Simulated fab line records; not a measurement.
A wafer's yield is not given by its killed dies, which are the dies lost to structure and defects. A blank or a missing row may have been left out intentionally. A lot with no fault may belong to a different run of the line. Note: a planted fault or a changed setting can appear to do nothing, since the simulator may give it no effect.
Chamber matching | flow n5Finfet | N5_FIN_SAQP_HM_OPEN_33 on rieDiel-03 has 4 sister chambers
The step chemistry CH3F/O2, target SiNx, target depth 49.4 nm, time 70.6 s. 4 wafers are shown with their chamber, then 12 later ones without.

WAFERS WITH THEIR CHAMBER
wafer  | chamber | showerheadPlenumPTorr (Torr)
L084.1 | 2       | 1.85
L084.3 | 1       | 2.06
L090.2 | 3       | 2.11
L090.5 | 0       | 1.98

WAFERS WITH NO CHAMBER GIVEN
wafer  | showerheadPlenumPTorr (Torr)
L092.1 | 1.98
L092.3 | 1.84
L092.4 | 2.11
L094.1 | 1.98
L094.2 | 1.84
L094.6 | 1.84
L095.2 | 2.11
L095.3 | 1.98
L095.5 | 2.11
L096.1 | 2.11
L096.2 | 2.05
L096.4 | 2.11

WHICH CHAMBER EACH ONE RAN IN
wafer  | from the rows above | in truth
L092.1 | 0                   | 0
L092.3 | 2                   | 2
L092.4 | 3                   | 3
L094.1 | 0                   | 0
L094.2 | 2                   | 2
L094.6 | 2                   | 2
L095.2 | 3                   | 3
L095.3 | 0                   | 0
L095.5 | 3                   | 3
L096.1 | 3                   | 3
L096.2 | 1                   | 1
L096.4 | 3                   | 3
Correctly placed: 12 of 12. From these rows, 0 cannot be placed. Placed wrongly: 0.
How it was worked out, from the rows above alone: a wafer's distance from a chamber is the root of the sum, over the readings, of the square of ((its reading less the chamber's mean) divided by the reading's scatter). If the next closest chamber is less than 2 further off than the closest, the wafer can't be placed; otherwise it belongs to the closest. For every chamber, the mean is computed from those of its wafers that are shown. The scatter: with one shown wafer a chamber, the root of the mean of the squares of how far each hidden wafer lies from its nearest shown one.
